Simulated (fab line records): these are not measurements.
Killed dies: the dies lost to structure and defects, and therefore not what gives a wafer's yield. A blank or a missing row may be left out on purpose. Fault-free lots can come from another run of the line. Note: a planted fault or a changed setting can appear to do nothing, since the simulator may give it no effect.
Matching of chambers + flow n5Finfet + rieDiel-05 running N5_BEOL_M6_ETCH_65: 4 sister chambers
The step etches SiARC in CF4, target depth 15.6 nm, time 26 s. 18 wafers are shown with their chamber, then 9 later ones without.

== WAFERS, EACH WITH ITS CHAMBER ==
| wafer  | chamber | showerheadPlenumPTorr (Torr) | drypumpMotorCurrentA (A) | throttleValvePct (%) |
|--------|---------|------------------------------|--------------------------|----------------------|
| L076.1 | 0       | 2.08                         | 5.7                      | 15.45                |
| L076.2 | 1       | 2.09                         | 5.1                      | 15.31                |
| L076.4 | 3       | 2.12                         | 5.7                      | 15.75                |
| L079.2 | 0       | 2.08                         | 5.6                      | 15.45                |
| L079.4 | 2       | 2.19                         | 6.2                      | 15.54                |
| L079.5 | 1       | 2.09                         | 5.1                      | 15.32                |
| L084.2 | 2       | 2.18                         | 6.2                      | 15.58                |
| L084.3 | 3       | 2.11                         | 5.8                      | 15.79                |
| L084.6 | 2       | 2.18                         | 6.2                      | 15.58                |
| L083.2 | 3       | 2.11                         | 5.7                      | 15.79                |
| L083.5 | 1       | 2.09                         | 5.1                      | 15.35                |
| L083.6 | 0       | 2.08                         | 5.7                      | 15.47                |
| L082.1 | 0       | 2.08                         | 5.6                      | 15.47                |
| L082.4 | 3       | 2.11                         | 5.7                      | 15.76                |
| L082.5 | 3       | 2.11                         | 5.7                      | 15.78                |
| L085.1 | 2       | 2.18                         | 6.2                      | 15.58                |
| L085.5 | 1       | 2.09                         | 5.1                      | 15.35                |
| L085.6 | 2       | 2.18                         | 6.2                      | 15.59                |

SIGNATURES, as means of the wafers listed above
| reading               | chamber 0 | chamber 1 | chamber 2 | chamber 3 | scatter within a chamber |
|-----------------------|-----------|-----------|-----------|-----------|--------------------------|
| showerheadPlenumPTorr | 2.0800    | 2.0900    | 2.1820    | 2.1120    | 0.00338                  |
| drypumpMotorCurrentA  | 5.650     | 5.100     | 6.200     | 5.720     | 0.0359                   |
| throttleValvePct      | 15.4600   | 15.3325   | 15.5740   | 15.7740   | 0.018                    |
Rule: distance of a wafer from a chamber = root of the sum over the readings of ((wafer's reading minus chamber's mean) / reading's scatter) squared. The wafer belongs to the nearest chamber; if the next one is less than 2 further off, it can't be placed. The scatter: take each reading less its chamber's mean, square it, sum over the shown wafers, divide by the number of wafers less the number of chambers, and take the root.

== WAFERS WITHOUT THEIR CHAMBER ==
| wafer  | showerheadPlenumPTorr (Torr) | drypumpMotorCurrentA (A) | throttleValvePct (%) |
|--------|------------------------------|--------------------------|----------------------|
| L086.1 | 2.09                         | 5.1                      | 15.37                |
| L086.2 | 2.11                         | 5.7                      | 15.80                |
| L086.3 | 2.18                         | 6.2                      | 15.58                |
| L088.2 | 2.08                         | 5.1                      | 15.40                |
| L088.3 | 2.07                         | 5.7                      | 15.49                |
| L088.5 | 2.18                         | 6.2                      | 15.61                |
| L095.3 | 2.07                         | 5.6                      | 15.51                |
| L095.4 | 2.11                         | 5.7                      | 15.33                |
| L095.5 | 2.07                         | 5.6                      | 15.52                |

== WHICH CHAMBER EACH WENT THROUGH ==
| wafer  | from the rows above | in truth                   |
|--------|---------------------|----------------------------|
| L086.1 | 1                   | 1                          |
| L086.2 | 3                   | 3                          |
| L086.3 | 2                   | 2                          |
| L088.2 | 1                   | 1                          |
| L088.3 | 0                   | 0                          |
| L088.5 | 2                   | 2                          |
| L095.3 | 0                   | 0                          |
| L095.4 | 0                   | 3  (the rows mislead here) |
| L095.5 | 0                   | 0                          |
Correct placement for 8 of the 9. Number that these rows cannot place: 0. Placed wrongly: 1.
